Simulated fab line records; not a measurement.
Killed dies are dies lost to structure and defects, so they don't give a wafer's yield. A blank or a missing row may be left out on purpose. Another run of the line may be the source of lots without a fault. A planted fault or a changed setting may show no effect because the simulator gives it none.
fab line records	flow n5_finfet
record: lots: 6	wafers: 18	last_day: 18
route steps=1938 shown BEOL_M5@1123
lots that met no fault: taken from a fault-free run of the same line
start_h: hours from the record's first day to the start of the lot's first wafer shown	wait_h: how many hours have passed since the lot's step before this one	" same as the row above	L1.1+2: several wafers, shown together as one row	- either no value or no given start	* or withheld: withheld	< > ~ a bound
route shown NAME@n: a module of which the file shows steps, and the number in the route of the first	usual: average and standard deviation across the fault-free wafers	same: alike in all rows	chamber/n: place in a boat	sites: readings site by site	_std_site: their standard deviation	_edge_site: inner sites' mean taken away from outer sites' mean	radius_mm: how far each site lies from the wafer's centre	mask NAME#n: copy n	behind: the tool/chamber that last shaped the wafer	hold: why the lot went on hold/how many hours it stayed there/how the hold came to an end	device: the transistor (n, p or np) that didn't switch	end of line: at the end of the route, the tests of the same wafers	a step given without rows: its recipe and nothing more	killed: dies that structure and defects cost at the first sort, which is not the same as the wafer's yield	map: shows each die of a wafer: x if killed, . if not, _ if none is there
set.NAME: the run value of the setting; set.NAME@STEP: its run value at that earlier step	model.NAME: the simulator's own value behind a step, which no gauge read
lots at some steps of the route; a table a step, a row a wafer
services: when a tool's chamber went out of use (start_h, in hours from the record's first day, below 0 if earlier), for how many hours, and the reason
== steps ==
step: N5_BEOL_M5_EXPOSE_08
recipe: mask_id: M5	na: 0.33	source_shape: annular	sigma_inner: 0.4	sigma_outer: 0.8	polarization: unpolarized	target_cd_nm: 28	dose_mj: 35.75
step: N5_BEOL_M5_PEB_09
recipe: peb_temp_c: 100	peb_time_s: 60	resist: CAR-EUV
step: N5_BEOL_M5_DEVELOP_10
recipe: develop_time_s: 30	developer: TMAH	resist: CAR-EUV	rinse_liquid: surfactant_rinse	dry: air_spin	dev_temp_c: 23
step: N5_BEOL_M5_CD_MEAS_11
recipe: target_cd_nm: 27.74	landing_energy_ev: 500	detector: se_inlens
usual: cd_nm: 28.03/0.23
lot.wafer	tool	chamber	start_h	wait_h	cd_nm
L152.1	cd_sem-03	0	225.05	-	27.53
L152.4	"	0	"	"	28.04
L152.6	"	0	"	"	27.92
L150.3	cd_sem-02	0	225.25	-	27.96
L150.4	"	0	"	"	28.06
L150.6	"	0	"	"	27.74
L161.3	cd_sem-01	0	277.68	-	27.82
L161.4	"	0	"	"	28.02
L161.6	"	0	"	"	27.88
L162.1	cd_sem-01	0	281.31	-	28.12
L162.4	"	0	"	"	28.14
L162.6	"	0	"	"	28.01
L168.1	cd_sem-02	0	317.36	-	28.50
L168.3	"	0	"	"	28.30
L168.4	"	0	"	"	27.99
L169.1	cd_sem-01	0	320.74	-	27.89
L169.3	"	0	"	"	28.11
L169.4	"	0	"	"	28.14
step: N5_BEOL_M5_OVL_MEAS_12
recipe: points_per_wafer: 522
usual: M5_OVL: -0.3/0.7
lot.wafer	tool	chamber	start_h	wait_h	M5_OVL[nm]
L152.1	overlay-01	0	225.08	0.0	-0.6
L152.4	"	0	"	"	0.0
L152.6	"	0	"	"	0.6
L150.3	overlay-02	0	225.29	0.0	0.0
L150.4	"	0	"	"	0.0
L150.6	"	0	"	"	0.3
L161.3	overlay-02	0	277.72	0.0	-0.5
L161.4	"	0	"	"	-0.6
L161.6	"	0	"	"	-0.1
L162.1	overlay-02	0	281.34	0.0	-0.7
L162.4	"	0	"	"	-0.6
L162.6	"	0	"	"	-1.1
L168.1	overlay-01	0	317.40	0.0	-1.8
L168.3	"	0	"	"	-1.2
L168.4	"	0	"	"	-0.1
L169.1	overlay-01	0	320.77	0.0	-1.3
L169.3	"	0	"	"	-0.7
L169.4	"	0	"	"	-0.4
step: N5_BEOL_M5_INSPECT_13
recipe: mode: adi	inspect_instrument: brightfield
usual: raw_defect_count: 387/100
lot.wafer	tool	chamber	start_h	wait_h	raw_defect_count
L152.1	defect_inspect-02	-	225.15	0.1	419
L152.4	"	-	"	"	502
L152.6	"	-	"	"	417
L150.3	defect_inspect-01	-	225.33	0.0	364
L150.4	"	-	"	"	308
L150.6	"	-	"	"	325
L161.3	defect_inspect-01	-	277.77	0.0	322
L161.4	"	-	"	"	369
L161.6	"	-	"	"	322
L162.1	defect_inspect-02	-	281.40	0.1	322
L162.4	"	-	"	"	358
L162.6	"	-	"	"	439
L168.1	defect_inspect-01	-	317.46	0.1	350
L168.3	"	-	"	"	349
L168.4	"	-	"	"	398
L169.1	defect_inspect-02	-	320.83	0.1	253
L169.3	"	-	"	"	387
L169.4	"	-	"	"	289
step: N5_BEOL_M5_DESCUM_16
recipe: chemistry: O2	time_s: 7	source_power_w: 50	bias_power_w: 20	pressure_mtorr: 20	rf_frequency_hz: 2.712e+07	temp_c: 40	resist: CAR-EUV	o2_flow_sccm: 225
usual: drypump_motor_current_A: 5.7/0.66	oes_product_au: 0.81/0.07	rf_vpp_V: 242.9/1.3	showerhead_plenum_p_Torr: 2.09/0.063	throttle_valve_pct: 20.39/0.19
lot.wafer	tool	chamber	start_h	wait_h	drypump_motor_current_A	oes_product_au	rf_hours_counter_h	rf_vpp_V	showerhead_plenum_p_Torr	throttle_valve_pct
L152.1	rie_diel-06	1	225.51	0.4	4.9	0.73	213	241.4	2.08	20.56
L152.4	"	2	"	"	6.6	0.91	20	244.5	2.13	20.39
L152.6	"	1	"	"	4.9	0.73	-	242.3	2.08	20.55
L150.3	rie_diel-06	3	225.77	0.4	5.1	0.71	214	241.1	1.98	20.80
L150.4	"	2	"	"	6.6	0.92	20	243.8	2.13	20.39
L150.6	"	0	"	"	6.3	0.90	-	245.2	2.13	20.18
L161.3	rie_diel-04	3	277.83	0.1	5.9	0.86	55	242.7	2.13	20.33
L161.4	"	0	"	"	5.3	0.89	42	244.3	2.23	20.27
L161.6	"	3	"	"	5.9	0.87	-	243.7	2.13	20.32
L162.1	rie_diel-01	2	281.52	0.1	4.9	0.73	175	241.2	2.00	20.44
L162.4	"	3	"	"	5.4	0.87	33	242.3	2.05	20.08
L162.6	"	3	"	"	5.4	0.86	-	241.5	2.05	20.09
L168.1	rie_diel-06	3	317.50	0.0	5.1	0.68	245	239.9	1.97	20.86
L168.3	"	1	"	"	4.9	0.71	239	242.6	2.07	20.56
L168.4	"	2	"	"	6.6	0.86	48	243.6	2.12	20.43
L169.1	rie_diel-01	3	320.94	0.1	5.4	0.84	45	242.2	2.04	20.13
L169.3	"	1	"	"	6.8	0.77	125	243.3	2.11	20.43
L169.4	"	2	"	"	4.9	0.72	187	241.7	1.99	20.45
step: N5_BEOL_M5_ETCH_72
recipe: chemistry: N2/H2	target: underlayer	target_depth_a: 65	mask_material: CAR-EUV	time_s: 5.2	ion_energy_ev: 200	pressure_mtorr: 30	source_w: 840	bias_w: 150	n2_flow_sccm: 200	h2_flow_sccm: 200	ends: cleared
usual: bias_w: 149.9/0.44	drypump_motor_current_A: 5.7/0.67	etch_rf_on_time_s: 5.17/0.09	oes_product_au: 0.69/0.061	rf_vpp_V: 523.6/2.5	showerhead_plenum_p_Torr: 2.53/0.076	throttle_valve_pct: 17.83/0.21
lot.wafer	tool	chamber	start_h	wait_h	bias_w	drypump_motor_current_A	etch_rf_on_time_s	oes_product_au	rf_hours_counter_h	rf_vpp_V	showerhead_plenum_p_Torr	throttle_valve_pct
L152.1	rie_diel-06	1	225.54	0.0	149.8	5.0	5.30	0.61	213	521.9	2.51	17.91
L152.4	"	2	"	"	150.3	6.6	5.08	0.79	20	525.2	2.60	17.90
L152.6	"	1	"	"	150.2	4.9	5.35	0.61	-	525.9	2.51	17.91
L150.3	rie_diel-06	3	225.81	0.0	150.7	5.1	5.36	0.59	214	520.7	2.41	18.28
L150.4	"	2	"	"	149.5	6.7	5.09	0.79	20	527.0	2.59	17.92
L150.6	"	0	"	"	149.8	6.3	5.16	0.76	-	525.8	2.60	17.69
L161.3	rie_diel-04	3	277.86	0.0	150.2	5.9	5.10	0.74	55	526.8	2.58	17.69
L161.4	"	0	"	"	150.2	5.3	5.18	0.76	42	526.0	2.70	17.62
L161.6	"	3	"	"	149.4	5.9	5.15	0.74	-	524.5	2.58	17.70
L162.1	rie_diel-01	2	281.55	0.0	150.2	4.9	5.13	0.64	175	517.4	2.43	17.95
L162.4	"	3	"	"	149.7	5.4	5.02	0.74	33	522.8	2.48	17.47
L162.6	"	3	"	"	149.7	5.4	4.98	0.77	-	523.8	2.48	17.51
L168.1	rie_diel-06	3	317.53	0.0	149.9	5.1	5.32	0.59	245	518.7	2.40	18.32
L168.3	"	1	"	"	150.8	5.0	5.28	0.60	239	522.2	2.50	17.94
L168.4	"	2	"	"	149.6	6.6	5.02	0.75	48	523.3	2.58	17.95
L169.1	rie_diel-01	3	320.97	0.0	149.5	5.4	5.08	0.73	45	523.1	2.47	17.49
L169.3	"	1	"	"	150.2	6.8	5.23	0.66	125	525.1	2.55	17.86
L169.4	"	2	"	"	149.9	4.9	5.23	0.62	187	520.0	2.43	17.96
step: N5_BEOL_M5_ETCH_61
recipe: chemistry: CF4	target: SiARC	target_depth_a: 156	mask_material: CAR-EUV	time_s: 26	ion_energy_ev: 80	pressure_mtorr: 40	source_w: 545	bias_w: 36	Ar_flow_sccm: 100	cf4_flow_sccm: 100	ends: cleared
usual: bias_w: 35.98/0.11	drypump_motor_current_A: 5.7/0.66	etch_rf_on_time_s: 25.9/0.44	oes_product_au: 0.69/0.061	rf_vpp_V: 184.0/1.1	showerhead_plenum_p_Torr: 2.14/0.06	throttle_valve_pct: 15.56/0.2
lot.wafer	tool	chamber	start_h	wait_h	bias_w	drypump_motor_current_A	etch_rf_on_time_s	oes_product_au	rf_hours_counter_h	rf_vpp_V	showerhead_plenum_p_Torr	throttle_valve_pct
L152.1	rie_diel-06	1	225.56	0.0	35.95	4.9	26.5	0.61	213	184.1	2.12	15.71
L152.4	"	2	"	"	36.07	6.6	25.5	0.80	20	185.3	2.19	15.56
L152.6	"	1	"	"	36.08	4.9	26.5	0.62	-	183.3	2.12	15.69
L150.3	rie_diel-06	3	225.83	0.0	35.84	5.1	26.3	0.60	215	183.6	2.03	15.99
L150.4	"	2	"	"	35.97	6.6	25.5	0.78	20	186.2	2.19	15.55
L150.6	"	0	"	"	35.92	6.3	25.4	0.77	-	183.9	2.18	15.35
L161.3	rie_diel-04	3	277.88	0.0	36.14	5.9	25.8	0.73	55	184.1	2.17	15.43
L161.4	"	0	"	"	36.10	5.4	25.9	0.76	42	185.1	2.26	15.38
L161.6	"	3	"	"	36.15	5.8	25.6	0.74	-	184.7	2.17	15.42
L162.1	rie_diel-01	2	281.57	0.0	35.89	4.9	26.0	0.62	175	183.8	2.05	15.67
L162.4	"	3	"	"	36.15	5.4	25.5	0.74	33	182.5	2.10	15.27
L162.6	"	3	"	"	36.03	5.4	25.3	0.74	-	183.8	2.10	15.26
L168.1	rie_diel-06	3	317.55	0.0	35.93	5.1	26.8	0.58	245	181.5	2.02	16.05
L168.3	"	1	"	"	36.01	4.9	26.6	0.60	239	183.6	2.11	15.74
L168.4	"	2	"	"	36.00	6.6	25.7	0.74	48	185.1	2.18	15.61
L169.1	rie_diel-01	3	320.99	0.0	36.11	5.4	25.5	0.73	45	184.5	2.10	15.29
L169.3	"	1	"	"	35.95	6.8	26.1	0.66	125	184.4	2.15	15.56
L169.4	"	2	"	"	35.91	4.8	26.1	0.62	187	183.5	2.05	15.71
step: N5_BEOL_M5_ETCH_62
recipe: chemistry: N2/H2	target: SOC	target_depth_a: 750	overetch_a: 150	mask_material: SiARC	temp_c: 40	time_s: 112.5	ion_energy_ev: 200	pressure_mtorr: 30	source_w: 840	bias_w: 150	n2_flow_sccm: 200	h2_flow_sccm: 200
usual: bias_w: 150.0/0.49	drypump_motor_current_A: 5.7/0.66	oes_product_au: 0.64/0.052	rf_vpp_V: 523.5/2.2	showerhead_plenum_p_Torr: 2.53/0.076	throttle_valve_pct: 17.79/0.2
lot.wafer	tool	chamber	start_h	wait_h	bias_w	drypump_motor_current_A	oes_product_au	rf_hours_counter_h	rf_vpp_V	showerhead_plenum_p_Torr	throttle_valve_pct
L152.1	rie_diel-06	1	225.59	0.0	149.5	4.9	0.58	213	523.7	2.51	17.85
L152.4	"	2	"	"	149.7	6.6	0.72	20	526.4	2.60	17.87
L152.6	"	1	"	"	149.8	4.9	0.58	-	523.3	2.51	17.86
L150.3	rie_diel-06	3	225.85	0.0	151.2	5.1	0.57	215	520.2	2.41	18.21
L150.4	"	2	"	"	150.1	6.6	0.72	20	526.2	2.59	17.85
L150.6	"	0	"	"	150.0	6.2	0.70	-	524.6	2.60	17.65
L161.3	rie_diel-04	3	277.91	0.0	150.6	5.9	0.68	55	523.5	2.58	17.65
L161.4	"	0	"	"	150.2	5.4	0.71	42	527.4	2.70	17.60
L161.6	"	3	"	"	150.8	5.9	0.68	-	526.0	2.58	17.65
L162.1	rie_diel-01	2	281.60	0.0	149.3	4.8	0.58	175	521.0	2.43	17.89
L162.4	"	3	"	"	150.2	5.3	0.68	33	522.1	2.48	17.44
L162.6	"	3	"	"	150.6	5.4	0.68	-	523.1	2.48	17.45
L168.1	rie_diel-06	3	317.57	0.0	150.3	5.1	0.55	245	520.6	2.40	18.27
L168.3	"	1	"	"	150.2	5.0	0.56	239	521.9	2.50	17.92
L168.4	"	2	"	"	150.2	6.6	0.68	48	525.4	2.58	17.90
L169.1	rie_diel-01	3	321.02	0.0	150.6	5.4	0.67	45	521.3	2.48	17.46
L169.3	"	1	"	"	150.0	6.8	0.61	125	524.6	2.55	17.82
L169.4	"	2	"	"	149.7	4.9	0.57	187	520.9	2.42	17.93
step: N5_BEOL_M5_STRIP_63
recipe: chemistry: N2/H2	temp_c: 40	n2_flow_sccm: 200	h2_flow_sccm: 200	rf_frequency_hz: 6e+07
step: N5_BEOL_M5_STRIP_73
recipe: chemistry: N2/H2	temp_c: 40	n2_flow_sccm: 200	h2_flow_sccm: 200	rf_frequency_hz: 6e+07
step: N5_BEOL_M5_STRIP_64
recipe: chemistry: CF4	resist: SiARC	power_w: 300	bias_power_w: 75	pressure_mtorr: 50	cf4_flow_sccm: 150	rf_frequency_hz: 6e+07
usual: bias_power_w: 74.98/0.22	cf4_flow_sccm: 150.0/0.44	drypump_motor_current_A: 5.7/0.67	oes_product_au: 0.79/0.064	rf_vpp_V: 271.0/1.4	showerhead_plenum_p_Torr: 1.79/0.05	throttle_valve_pct: 13.53/0.21
lot.wafer	tool	chamber	start_h	wait_h	bias_power_w	cf4_flow_sccm	drypump_motor_current_A	oes_product_au	rf_hours_counter_h	rf_vpp_V	showerhead_plenum_p_Torr	throttle_valve_pct	model.SiARC_of_BEOL_M5_COAT_60.thk_nm
L152.1	rie_diel-06	1	225.71	0.0	-	-	-	-	-	-	-	-	6.8
L152.4	"	2	"	"	-	-	-	-	-	-	-	-	6.6
L152.6	"	1	"	"	-	-	-	-	-	-	-	-	6.8
L150.3	rie_diel-06	3	225.98	0.0	-	-	-	-	-	-	-	-	6.8
L150.4	"	2	"	"	-	-	-	-	-	-	-	-	6.6
L150.6	"	0	"	"	-	-	-	-	-	-	-	-	6.8
L161.3	rie_diel-04	3	278.04	0.0	74.88	149.1	5.9	0.85	55	270.7	1.83	13.39	0
L161.4	"	0	"	"	75.36	149.4	5.4	0.89	42	274.9	1.89	13.35	0
L161.6	"	3	"	"	74.71	150.4	5.8	0.85	-	270.4	1.83	13.40	0
L162.1	rie_diel-01	2	281.72	0.0	75.23	149.7	4.8	0.73	175	268.2	1.72	13.67	0
L162.4	"	3	"	"	75.14	150.6	5.4	0.85	33	270.7	1.76	13.21	0
L162.6	"	3	"	"	74.91	150.0	5.4	0.86	-	270.4	1.76	13.21	0
L168.1	rie_diel-06	3	317.70	0.0	74.85	150.5	5.1	0.69	245	269.3	1.70	14.03	0
L168.3	"	1	"	"	74.93	150.3	4.9	0.70	239	271.8	1.77	13.74	0
L168.4	"	2	"	"	74.63	150.4	6.6	0.84	48	271.6	1.82	13.56	0
L169.1	rie_diel-01	3	321.14	0.0	75.19	149.6	5.4	0.84	45	269.3	1.76	13.22	0
L169.3	"	1	"	"	75.43	149.4	6.8	0.76	125	270.7	1.80	13.54	0
L169.4	"	2	"	"	74.89	150.3	4.9	0.72	187	270.7	1.71	13.70	0
step: N5_BEOL_M5_HM_OPEN_17
recipe: chemistry: Cl2/BCl3	target_depth_a: 200	overetch_a: 60	target: TiN	mask_material: SOC	ion_energy_ev: 150	pressure_mtorr: 10	icp_w: 1000	bias_w: 126	Cl2_flow_sccm: 53.25	bcl3_flow_sccm: 21.75	Ar_flow_sccm: 25
usual: bias_w: 126.1/0.37	drypump_motor_current_A: 5.5/0.33	oes_ar_750_au: 0.82/0.12	oes_product_au: 0.70/0.11	throttle_valve_pct: 22.09/0.2
lot.wafer	tool	chamber	start_h	wait_h	bias_w	drypump_motor_current_A	oes_ar_750_au	oes_product_au	rf_hours_counter_h	throttle_valve_pct	model.SiARC_of_BEOL_M5_COAT_60.thk_nm
L152.1	rie_metal-03	1	225.76	0.0	126.2	5.2	0.85	0.73	19	21.88	0.4
L152.4	"	1	"	"	126.4	5.2	0.85	0.74	-	21.87	0.2
L152.6	"	1	"	"	125.9	5.2	0.85	0.74	-	21.88	0.4
L150.3	rie_metal-03	1	226.05	0.1	125.9	5.3	0.85	0.72	-	21.90	0.4
L150.4	"	0	"	"	125.4	5.4	0.95	0.80	-	22.23	0
L150.6	"	1	"	"	126.1	5.3	0.85	0.72	-	21.89	0.4
L161.3	rie_metal-01	0	278.11	0.1	126.4	5.1	0.66	0.56	-	22.47	0
L161.4	"	1	"	"	126.3	6.2	0.66	0.56	-	22.20	0
L161.6	"	0	"	"	126.3	5.1	0.66	0.57	-	22.46	0
L162.1	rie_metal-02	1	281.76	0.0	125.8	5.8	0.94	0.79	5	21.93	0
L162.4	"	1	"	"	126.6	5.8	0.93	0.79	-	21.94	0
L162.6	"	1	"	"	126.2	5.8	0.93	0.79	-	21.94	0
L168.1	rie_metal-02	1	317.74	0.0	126.7	5.8	0.90	0.76	11	21.96	0
L168.3	"	1	"	"	126.1	5.8	0.89	0.75	-	21.95	0
L168.4	"	0	"	"	126.3	5.3	0.99	0.84	-	21.84	0
L169.1	rie_metal-03	1	321.18	0.0	125.8	5.2	0.82	0.70	29	21.91	0
L169.3	"	1	"	"	125.9	5.2	0.81	0.70	-	21.92	0
L169.4	"	0	"	"	125.5	5.3	0.88	0.76	-	22.25	0
step: N5_BEOL_M5_STRIP_19
recipe: chemistry: O2	power_w: 400	temp_c: 40	pressure_mtorr: 30	rf_frequency_hz: 6e+07	bias_power_w: 0	overash_fraction: 0.2	o2_flow_sccm: 225
usual: chamber_pressure_mTorr: 29.999/0.025	drypump_motor_current_A: 5.7/0.61	oes_product_au: 0.81/0.073	rf_vpp_V: 3.7/0.51	showerhead_plenum_p_Torr: 2.10/0.072	throttle_valve_pct: 16.65/0.21
same: bias_power_w: 0
lot.wafer	tool	chamber	start_h	wait_h	chamber_pressure_mTorr	drypump_motor_current_A	oes_product_au	rf_hours_counter_h	rf_vpp_V	showerhead_plenum_p_Torr	throttle_valve_pct
L152.1	rie_diel-04	1	225.87	0.1	30.009	5.9	0.75	162	4.2	2.18	16.76
L152.4	"	2	"	"	30.004	6.2	0.76	147	3.0	2.03	16.88
L152.6	"	1	"	"	30.013	5.9	0.75	-	3.6	2.18	16.76
L150.3	rie_diel-06	2	226.21	0.1	30.026	6.6	0.92	20	3.9	2.13	16.58
L150.4	"	0	"	"	29.998	6.2	0.89	38	3.5	2.14	16.40
L150.6	"	1	"	"	29.961	4.9	0.72	-	4.9	2.08	16.78
L161.3	rie_diel-06	3	278.19	0.1	29.975	5.1	0.70	233	3.8	1.98	17.10
L161.4	"	1	"	"	30.030	4.9	0.71	230	2.6	2.08	16.83
L161.6	"	1	"	"	30.011	4.9	0.72	-	3.8	2.08	16.83
L162.1	rie_diel-04	3	281.96	0.2	29.978	5.9	0.85	56	3.7	2.13	16.53
L162.4	"	2	"	"	29.997	6.2	0.74	159	3.2	2.02	16.91
L162.6	"	1	"	"	30.013	5.9	0.74	-	3.0	2.17	16.80
L168.1	rie_diel-06	0	317.85	0.1	29.978	6.2	0.85	69	3.2	2.13	16.47
L168.3	"	2	"	"	29.995	6.6	0.87	48	4.1	2.12	16.64
L168.4	"	3	"	"	30.050	5.1	0.68	245	3.6	1.98	17.13
L169.1	rie_diel-01	2	321.29	0.1	29.989	4.9	0.71	187	3.6	2.00	16.75
L169.3	"	0	"	"	30.057	5.4	0.79	115	4.0	2.11	16.57
L169.4	"	3	"	"	29.985	5.4	0.84	45	3.9	2.05	16.31
== services ==
tool	chamber	start_h	hours	kind
rie_diel-06	-	213.84	2.8	pm
rie_metal-02	-	213.88	0.3	repair
rie_metal-02	1	215.29	-	clean
rie_metal-02	1	215.29	17.7	scheduled_down
rie_metal-02	1	215.29	17.7	vent_cycle
rie_diel-04	-	228.29	14.6	pm
rie_metal-03	-	228.89	0.2	repair
rie_diel-01	2	247.70	9.1	repair
rie_diel-04	2	255.92	2.1	repair
rie_diel-01	3	261.33	9.2	repair
rie_metal-02	0	278.71	-	clean
rie_metal-02	0	278.71	33.9	scheduled_down
rie_metal-02	0	278.71	33.9	vent_cycle
rie_metal-01	1	285.68	20.6	repair
== key ==
first_sign: step: N5_BEOL_M5_STRIP_64	reading: tool_record	direction: missing
effect none on later readings
model_effect: step: N5_BEOL_M5_STRIP_64	value: SiARC_of_BEOL_M5_COAT_60.thk_nm	without: 0	struck: 6.733
model_effect: step: N5_BEOL_M5_HM_OPEN_17	value: SiARC_of_BEOL_M5_COAT_60.thk_nm	without: 0	struck: 0.3
met_at N5_BEOL_M5_STRIP_64
struck_wafers L150.3,L150.4,L150.6,L152.1,L152.4,L152.6
fault: kind: skipped_step_whole	tool: rie_diel-06	chamber: -	onset_h: 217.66	steps: N5_BEOL_M5_STRIP_64	scope: struck_lots_only
